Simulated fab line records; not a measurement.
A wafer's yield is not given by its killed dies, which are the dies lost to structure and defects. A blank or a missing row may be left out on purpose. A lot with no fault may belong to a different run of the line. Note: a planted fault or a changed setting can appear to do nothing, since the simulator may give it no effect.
Which tool is to blame? ; flow n5Finfet ; 24 lots with 72 wafers sampled at 3 steps, on a route of 1938 steps

WHAT EACH GAUGE READ, for each wafer
N5_BEOL_M2_CD_MEAS_35: target cd 18 nm, target cd y 22.2 nm. Usual: 18.07 nm for cdNm, sd 0.29.
lot;measured;on;cdNm (nm);flag
L074;day 8 03:01;cdSem-01;17.57 17.91 17.76;
L076;day 9 09:01;cdSem-01;17.88 17.76 17.68;
L075;day 9 08:59;cdSem-02;18.10 18.18 18.10;
L077;day 9 12:13;cdSem-01;18.44 17.86 18.10;
L078;day 9 14:46;cdSem-01;18.01 18.14 18.14;
L080;day 10 06:22;cdSem-03;18.18 18.54 18.20;
L081;day 10 05:24;cdSem-01;17.97 17.79 18.31;
L082;day 10 09:01;cdSem-03;17.87 18.08 18.11;
L083;day 10 11:35;cdSem-03;17.64 17.61 17.54;
L084;day 10 14:42;cdSem-02;17.91 17.56 18.44;
L085;day 10 21:56;cdSem-03;17.81 17.58 18.33;
L086;day 11 06:10;cdSem-02;17.71 17.99 17.63;
L087;day 11 08:55;cdSem-02;18.30 18.04 18.64;
L088;day 11 19:03;cdSem-02;17.84 17.76 18.20;
L089;day 11 21:35;cdSem-02;18.27 18.26 17.77;
L090;day 12 04:53;cdSem-01;17.87 18.04 18.37;
L091;day 12 11:17;cdSem-03;17.86 17.97 18.15;
L092;day 11 11:38;cdSem-01;18.44 17.58 17.66;
L093;day 12 23:11;cdSem-02;18.19 17.77 17.75;
L095;day 13 04:22;cdSem-03;18.25 18.53 18.51;
L079;day 13 09:03;cdSem-01;18.03 17.88 17.90;
L097;day 13 13:40;cdSem-03;18.71 18.43 18.01;
L096;day 13 17:56;cdSem-03;17.82 17.83 18.37;
L094;day 13 18:01;cdSem-02;18.17 18.55 18.50;

WHICH TOOL RAN EACH LOT (tool, then ch and the chambers of the sampled wafers, then the start)
lot;N5_BEOL_M2_ALD_98;N5_BEOL_M2_VIA_ETCH_34
L074;aldSin-04 ch 0,2,3, day 7 05:36;rieDiel-02 ch 0,1,3, day 8 02:37
L076;aldSin-02 ch 0,3, day 8 00:56;rieDiel-04 ch 1,2, day 9 08:37
L075;aldSin-04 ch 0,3, day 8 04:31;rieDiel-02 ch 1,2, day 9 08:35
L077;aldSin-02 ch 1,2, day 8 05:26;rieDiel-04 ch 0,1,3, day 9 11:49
L078;aldSin-04 ch 1,2,3, day 8 09:01;rieDiel-02 ch 0,1,2, day 9 14:20
L080;aldSin-02 ch 1,2,3, day 8 22:35;rieDiel-04 ch 0,1,2, day 10 05:58
L081;aldSin-04 ch 1,2,3, day 8 23:17;rieDiel-02 ch 0,2, day 10 04:59
L082;aldSin-04 ch 1,2, day 9 06:33;rieDiel-05 ch 1,2, day 10 08:35
L083;aldSin-03 ch 2,3, day 9 14:06;rieDiel-02 ch 0,1, day 10 11:11
L084;aldSin-02 ch 0,2,3, day 9 14:57;rieDiel-05 ch 0,3, day 10 14:17
L085;aldSin-03 ch 0,1,2, day 9 19:35;rieDiel-02 ch 0,3, day 10 21:32
L086;aldSin-03 ch 2,3, day 10 06:00;rieDiel-05 ch 1,2, day 11 05:45
L087;aldSin-04 ch 2,3, day 10 06:25;rieDiel-05 ch 1,3, day 11 08:29
L088;aldSin-03 ch 0,2,3, day 10 15:20;rieDiel-02 ch 1,2, day 11 18:38
L089;aldSin-03 ch 0,3, day 10 15:42;rieDiel-05 ch 0,1, day 11 21:10
L090;aldSin-04 ch 2,3, day 11 00:28;rieDiel-04 ch 1,2, day 12 04:29
L091;aldSin-03 ch 1,2,3, day 11 10:34;rieDiel-04 ch 0,1, day 12 10:52
L092;aldSin-03 ch 0,1,3, day 11 10:50;rieDiel-02 ch 0,2, day 11 11:13
L093;aldSin-02 ch 0,3, day 11 19:52;rieDiel-05 ch 0,1, day 12 22:47
L095;aldSin-03 ch 0,3, day 12 07:43;rieDiel-02 ch 1,2,3, day 13 03:58
L079;aldSin-04 ch 1,2,3, day 12 12:26;rieDiel-02 ch 0,1,2, day 13 08:38
L097;aldSin-03 ch 1,2,3, day 12 14:33;rieDiel-02 ch 2,3, day 13 13:15
L096;aldSin-04 ch 0,2, day 12 18:55;rieDiel-04 ch 0,3, day 13 17:32
L094;aldSin-04 ch 0,2, day 13 01:02;rieDiel-05 ch 0,2, day 13 17:34
- N5_BEOL_M2_ALD_98: deposits SiO2, target thk 2.5 nm, pulse time 1 s, co reactant pulse time 1 s.
- N5_BEOL_M2_VIA_ETCH_34: etches the open film in C4F6/O2, target depth 69.4 nm, time 65.9 s.

WHAT THE TOOLS THEMSELVES READ (means of the sampled wafers that have a number; where no wafer has one, the mark that the record gives instead)
N5_BEOL_M2_ALD_98. Usual: heaterPowerW 74 W, standard deviation 9.6; precursorPulseHeightRel 1.002, standard deviation 0.02.
lot;tool;heaterPowerW (W);precursorPulseHeightRel;flag
L074;aldSin-04;66;1.005;
L076;aldSin-02;71;0.988;
L075;aldSin-04;65;1.009;
L077;aldSin-02;70;0.996;
L078;aldSin-04;70;0.994;
L080;aldSin-02;74;1.021;
L081;aldSin-04;70;0.998;
L082;aldSin-04;70;0.990;
L083;aldSin-03;89;1.004;
L084;aldSin-02;68;1.005;
L085;aldSin-03;85;1.012;
L086;aldSin-03;91;1.001;
L087;aldSin-04;69;1.000;
L088;aldSin-03;84;0.990;
L089;aldSin-03;78;0.996;
L090;aldSin-04;70;0.990;
L091;aldSin-03;85;1.004;
L092;aldSin-03;79;0.995;
L093;aldSin-02;72;0.998;
L095;aldSin-03;76;0.996;
L079;aldSin-04;70;1.014;
L097;aldSin-03;87;1.015;
L096;aldSin-04;65;0.995;
L094;aldSin-04;67;1.006;

N5_BEOL_M2_VIA_ETCH_34. Usual: drypumpMotorCurrentA 5.8 A, standard deviation 0.45; oesProductAu 0.75 a.u., standard deviation 0.077; rfVppV 669 V, standard deviation 5.1; showerheadPlenumPTorr 2.85 Torr, standard deviation 0.049; throttleValvePct 30.73 %, standard deviation 0.19.
lot;tool;drypumpMotorCurrentA (A);oesProductAu (a.u.);rfVppV (V);showerheadPlenumPTorr (Torr);throttleValvePct (%);flag
L074;rieDiel-02;5.9;0.77;674;2.88;30.79;
L076;rieDiel-04;5.6;0.71;671;2.89;30.68;
L075;rieDiel-02;5.2;0.73;674;2.84;30.97;
L077;rieDiel-04;5.6;0.68;664;2.89;30.72;
L078;rieDiel-02;5.6;0.76;674;2.85;30.86;
L080;rieDiel-04;5.9;0.69;669;2.85;30.60;
L081;rieDiel-02;5.3;0.76;672;2.84;30.89;
L082;rieDiel-05;6.1;0.79;668;2.79;30.49;
L083;rieDiel-02;5.8;0.75;674;2.85;30.88;
L084;rieDiel-05;5.9;0.74;664;2.88;30.75;
L085;rieDiel-02;5.9;0.74;674;2.89;30.75;
L086;rieDiel-05;6.1;0.79;668;2.79;30.51;
L087;rieDiel-05;5.8;0.76;667;2.88;30.55;
L088;rieDiel-02;5.2;0.70;673;2.82;31.01;
L089;rieDiel-05;6.2;0.75;666;2.81;30.72;
L090;rieDiel-04;5.6;0.68;671;2.88;30.70;
L091;rieDiel-04;5.8;0.85;668;2.83;30.48;
L092;rieDiel-02;5.8;0.79;672;2.85;30.79;
L093;rieDiel-05;6.2;0.79;667;2.79;30.59;
L095;rieDiel-02;5.5;0.78;671;2.85;30.88;
L079;rieDiel-02;5.6;0.73;673;2.83;30.91;
L097;rieDiel-02;5.2;0.78;672;2.85;30.88;
L096;rieDiel-04;5.8;0.93;662;2.83;30.51;
L094;rieDiel-05;5.8;0.70;664;2.82;30.70;

THE ANSWER, worked out from the rows above alone
Rule: lot off if the mean of its wafers having a number is beyond 3 standard deviations from the usual mean. Also off: a lot with no number at a reading for which 4 or more lots have one. All remaining lots with rows at the step are treated as sound. Order of review: gauges by route order, followed by the tools' own readings, for which a lot's mean as printed above is used. At the first step where some lot is off, the reading lying furthest off is the one used; lots without a number count as furthest.
Nothing can be told from this: no lot is off at any reading shown.

WHAT WAS PUT IN BY THE SIMULATOR
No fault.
